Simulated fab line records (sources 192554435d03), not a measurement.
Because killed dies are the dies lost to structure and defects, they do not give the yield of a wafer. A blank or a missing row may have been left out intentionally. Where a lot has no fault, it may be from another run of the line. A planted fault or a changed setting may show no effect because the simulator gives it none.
The tool behind it: which one? || flow n5-finfet || 36 wafers from 12 lots sampled at 6 of the route's 1938 steps

== WHAT EACH GAUGE READ, for each wafer ==
N5_BEOL_M1_CD_MEAS_11: target cd 17.05 nm.
{"lot": "L075", "measured": "day 6 06:10", "on": "cd-sem-02", "cd-nm (nm)": "16.81 17.24 17.48"}
{"lot": "L077", "measured": "day 7 08:51", "on": "cd-sem-03", "cd-nm (nm)": "16.88 16.27 17.35"}
{"lot": "L080", "measured": "day 7 19:22", "on": "cd-sem-01", "cd-nm (nm)": "17.32 17.01 16.95"}
{"lot": "L081", "measured": "day 7 19:35", "on": "cd-sem-01", "cd-nm (nm)": "17.02 17.25 17.24"}
{"lot": "L084", "measured": "day 8 14:43", "on": "cd-sem-01", "cd-nm (nm)": "16.91 16.87 16.85"}
{"lot": "L085", "measured": "day 9 01:34", "on": "cd-sem-01", "cd-nm (nm)": "16.82 16.36 17.11"}
{"lot": "L086", "measured": "day 9 18:32", "on": "cd-sem-03", "cd-nm (nm)": "17.03 16.82 17.01"}
{"lot": "L089", "measured": "day 10 00:58", "on": "cd-sem-01", "cd-nm (nm)": "16.92 17.11 17.32"}
{"lot": "L091", "measured": "day 10 08:35", "on": "cd-sem-01", "cd-nm (nm)": "17.21 17.32 16.85"}
{"lot": "L093", "measured": "day 10 22:52", "on": "cd-sem-02", "cd-nm (nm)": "16.97 16.73 16.39"}
{"lot": "L095", "measured": "day 11 08:54", "on": "cd-sem-03", "cd-nm (nm)": "16.48 16.95 16.74"}
{"lot": "L097", "measured": "day 11 16:30", "on": "cd-sem-03", "cd-nm (nm)": "16.79 17.12 16.98"}

== WHAT TOOL EACH LOT RAN ON (gives the tool, then ch and the chambers of the sampled wafers, and finally the start) ==
{"lot": "L075", "N5_BEOL_M0_ETCH_109": "rie-diel-04 ch 0,1,2, day 6 00:44", "N5_BEOL_M0_SPUTTER_134": "pvd-sputter-03, day 6 02:32", "N5_BEOL_M0_SPUTTER_141": "pvd-sputter-03, day 6 02:39", "N5_BEOL_M0_ANNEAL_119": "rtp-anneal-01 ch 0, day 6 04:42", "N5_BEOL_M0_DEP_125": "pecvd-04 ch 0,1, day 6 05:29"}
{"lot": "L077", "N5_BEOL_M0_ETCH_109": "rie-diel-03 ch 1,2, day 7 03:08", "N5_BEOL_M0_SPUTTER_134": "pvd-sputter-01, day 7 05:32", "N5_BEOL_M0_SPUTTER_141": "pvd-sputter-01, day 7 05:40", "N5_BEOL_M0_ANNEAL_119": "rtp-anneal-02 ch 0, day 7 05:53", "N5_BEOL_M0_DEP_125": "pecvd-02 ch 1,2, day 7 06:40"}
{"lot": "L080", "N5_BEOL_M0_ETCH_109": "rie-diel-02 ch 0,1,2, day 7 12:58", "N5_BEOL_M0_SPUTTER_134": "pvd-sputter-03, day 7 15:31", "N5_BEOL_M0_SPUTTER_141": "pvd-sputter-03, day 7 15:38", "N5_BEOL_M0_ANNEAL_119": "rtp-anneal-02 ch 0, day 7 15:50", "N5_BEOL_M0_DEP_125": "pecvd-04 ch 0,2, day 7 16:43"}
{"lot": "L081", "N5_BEOL_M0_ETCH_109": "rie-diel-02 ch 0,2,3, day 7 15:55", "N5_BEOL_M0_SPUTTER_134": "pvd-sputter-03, day 7 17:00", "N5_BEOL_M0_SPUTTER_141": "pvd-sputter-03, day 7 17:07", "N5_BEOL_M0_ANNEAL_119": "rtp-anneal-02 ch 0, day 7 17:28", "N5_BEOL_M0_DEP_125": "pecvd-01 ch 0,1, day 7 18:15"}
{"lot": "L084", "N5_BEOL_M0_ETCH_109": "rie-diel-02 ch 0,1,3, day 8 11:40", "N5_BEOL_M0_SPUTTER_134": "pvd-sputter-03, day 8 12:49", "N5_BEOL_M0_SPUTTER_141": "pvd-sputter-03, day 8 12:56", "N5_BEOL_M0_ANNEAL_119": "rtp-anneal-02 ch 0, day 8 13:10", "N5_BEOL_M0_DEP_125": "pecvd-02 ch 1,2, day 8 13:55"}
{"lot": "L085", "N5_BEOL_M0_ETCH_109": "rie-diel-03 ch 2,3, day 8 21:22", "N5_BEOL_M0_SPUTTER_134": "pvd-sputter-02, day 8 23:17", "N5_BEOL_M0_SPUTTER_141": "pvd-sputter-02, day 8 23:24", "N5_BEOL_M0_ANNEAL_119": "rtp-anneal-01 ch 0, day 8 23:41", "N5_BEOL_M0_DEP_125": "pecvd-02 ch 0,2, day 9 00:25"}
{"lot": "L086", "N5_BEOL_M0_ETCH_109": "rie-diel-03 ch 1,2, day 9 11:16", "N5_BEOL_M0_SPUTTER_134": "pvd-sputter-03, day 9 12:38", "N5_BEOL_M0_SPUTTER_141": "pvd-sputter-03, day 9 12:46", "N5_BEOL_M0_ANNEAL_119": "rtp-anneal-02 ch 0, day 9 13:05", "N5_BEOL_M0_DEP_125": "pecvd-02 ch 0,1, day 9 14:02"}
{"lot": "L089", "N5_BEOL_M0_ETCH_109": "rie-diel-04 ch 0,2, day 9 19:00", "N5_BEOL_M0_SPUTTER_134": "pvd-sputter-02, day 9 21:49", "N5_BEOL_M0_SPUTTER_141": "pvd-sputter-02, day 9 21:56", "N5_BEOL_M0_ANNEAL_119": "rtp-anneal-01 ch 0, day 9 22:08", "N5_BEOL_M0_DEP_125": "pecvd-01 ch 0,1, day 9 22:58"}
{"lot": "L091", "N5_BEOL_M0_ETCH_109": "rie-diel-02 ch 1,3, day 10 03:47", "N5_BEOL_M0_SPUTTER_134": "pvd-sputter-01, day 10 05:27", "N5_BEOL_M0_SPUTTER_141": "pvd-sputter-01, day 10 05:34", "N5_BEOL_M0_ANNEAL_119": "rtp-anneal-01 ch 0, day 10 05:46", "N5_BEOL_M0_DEP_125": "pecvd-02 ch 1, day 10 06:34"}
{"lot": "L093", "N5_BEOL_M0_ETCH_109": "rie-diel-03 ch 0,1,2, day 10 16:25", "N5_BEOL_M0_SPUTTER_134": "pvd-sputter-01, day 10 19:08", "N5_BEOL_M0_SPUTTER_141": "pvd-sputter-01, day 10 19:15", "N5_BEOL_M0_ANNEAL_119": "rtp-anneal-01 ch 0, day 10 19:26", "N5_BEOL_M0_DEP_125": "pecvd-04 ch 0,1, day 10 20:27"}
{"lot": "L095", "N5_BEOL_M0_ETCH_109": "rie-diel-02 ch 0,1,3, day 11 05:04", "N5_BEOL_M0_SPUTTER_134": "pvd-sputter-02, day 11 06:44", "N5_BEOL_M0_SPUTTER_141": "pvd-sputter-02, day 11 06:52", "N5_BEOL_M0_ANNEAL_119": "rtp-anneal-02 ch 0, day 11 07:04", "N5_BEOL_M0_DEP_125": "pecvd-04 ch 0,1,2, day 11 07:51"}
{"lot": "L097", "N5_BEOL_M0_ETCH_109": "rie-diel-04 ch 1,3, day 11 12:47", "N5_BEOL_M0_SPUTTER_134": "pvd-sputter-02, day 11 14:28", "N5_BEOL_M0_SPUTTER_141": "pvd-sputter-02, day 11 14:35", "N5_BEOL_M0_ANNEAL_119": "rtp-anneal-01 ch 0, day 11 14:47", "N5_BEOL_M0_DEP_125": "pecvd-04 ch 0,1,2, day 11 15:35"}
- N5_BEOL_M0_ETCH_109: etches SiCN in CH3F/O2, target depth 8 nm, overetch 2.4 nm, time 27.4 s.
- N5_BEOL_M0_SPUTTER_134: material Cu, target thk 4 nm, time 7.37 s.
- N5_BEOL_M0_SPUTTER_141: material Cu, target thk 4 nm, time 7.37 s.
- N5_BEOL_M0_ANNEAL_119: time 90 s.
- N5_BEOL_M0_DEP_125: deposits SiCN from 3MS/NH3, target thk 8 nm, time 14 s.

== THE ANSWER, worked out from the rows above alone ==
Rule: what is usual is taken from the lots themselves. The widest of any qualifying gaps counts: lots, ordered by their means at a reading, are off when they make up no more than a third of the lots, leave a main group of 4 or more, and stand apart from it by 3 or more times the standard deviation of that group's means. A main group is skipped when, at the precision printed for the reading in the tables above, its means are all equal. Also off: a lot with no number at a reading for which 4 or more lots have one. All remaining lots with rows at the step are treated as sound.
No lot is off at any reading shown: from this, nothing can be told.

== WHAT THE SIMULATOR HAD PUT IN ==
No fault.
